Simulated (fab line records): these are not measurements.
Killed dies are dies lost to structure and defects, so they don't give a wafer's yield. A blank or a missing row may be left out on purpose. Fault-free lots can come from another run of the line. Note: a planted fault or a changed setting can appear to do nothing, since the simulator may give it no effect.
A lot that was struck, set against a sound lot ; flow nand-harc ; 14 out of 1302 route steps
Sound: wafers L150.1, L150.2, L150.3. Struck: wafers L154.1, L154.2, L154.3. The cause comes at the end.
At each step with rows: each side's tool, then ch and its chambers, then its first start. Under that, the readings that differ: sound wafers ; struck wafers ; difference of the means ; sigmas: that difference in standard deviations of wafers without a fault.
alike: a reading whose means differ by less than 2 such deviations, as well as words and numbers matching on both sides. not compared: withheld readings; readings where some wafer has no value; bounds like >300 that might hide an equal value; numbers whose values overlap and for which the record gives no deviation.
A row with sigmas, a row that says differs or no value, or rows on one side alone: a step with any of these is where the two part. Numbers that have no deviation but don't overlap get no sigmas and don't part them. A reading missing from all wafers of one side parts the sides only when that side holds two or more wafers.

NHARC_A_ZERO_WELL_INSPECT_17:
  sound on defect-inspect-01, day 11 18:34; struck on defect-inspect-02, day 13 10:58
reading;sound;struck;difference;sigmas
raw-defect-count;37 14 19;8 3 8;-17;-2
then, 3 steps without rows for these wafers: NHARC_A_SOURCE_PLATE_PRECLEAN_00 (cleans in HF-LAST, time 60 s); NHARC_A_SOURCE_PLATE_SRD_01; NHARC_A_SOURCE_PLATE_OXIDE_02 (material SiO2, target thk 10 nm, ox time 1362 s).
NHARC_A_SOURCE_PLATE_THK_MEAS_09: measures by ellipsometry.
  sound on film-metro-02, day 12 02:26; struck on film-metro-02, day 13 18:10
  alike: thk-nm
then, 3 steps without rows for these wafers: NHARC_A_SOURCE_PLATE_PVD_04 (deposits WSi2, target thk 50 nm); NHARC_A_SOURCE_PLATE_CVD_03 (deposits poly-Si, target thk 200 nm, time 4000 s); NHARC_A_SOURCE_PLATE_ANNEAL_05 (time 1800 s).
NHARC_A_SOURCE_PLATE_THK_MEAS_06: measures by ellipsometry.
  sound on film-metro-02, day 12 15:07; struck on film-metro-01, day 14 09:52
  alike: thk-nm
NHARC_A_SOURCE_PLATE_INSPECT_08:
  sound on defect-inspect-01, day 12 15:11; struck on defect-inspect-01, day 14 09:55
reading;sound;struck;difference;sigmas
raw-defect-count;90 116 152;61 37 57;-68;-3
NHARC_A_ONON_D1_DEP_00: target thk 1000 nm.
  sound on pecvd-onon-02 ch 0, day 12 15:14; struck on pecvd-onon-02 ch 0, day 14 09:59
NHARC_A_ONON_D1_THK_MEAS_02: measures by ellipsometry.
  sound on film-metro-02, day 12 15:45; struck on film-metro-02, day 14 10:29
reading;sound;struck;difference;sigmas
thk-nm (nm);1013 1012 1014;1493 1494 1492;+480;+56
then NHARC_A_ONON_D1_DEP_03 (target thk 1000 nm), 1 step lacking rows for these wafers.
-- record jumps: 17 days between struck wafers' starts before vs after; left off in module A_ONON_D1, resumes in module END, first step shown is number 1302 of the route --
NHARC_END_SORT_01:
  only the struck wafers appear in the record here, on prober-02 ch 0 at day 31 04:08; the sound ones have no rows

WHERE THEY PART
First at NHARC_A_ZERO_WELL_INSPECT_17; last, within this record, at NHARC_END_SORT_01.

WHY: whatever the simulator had introduced
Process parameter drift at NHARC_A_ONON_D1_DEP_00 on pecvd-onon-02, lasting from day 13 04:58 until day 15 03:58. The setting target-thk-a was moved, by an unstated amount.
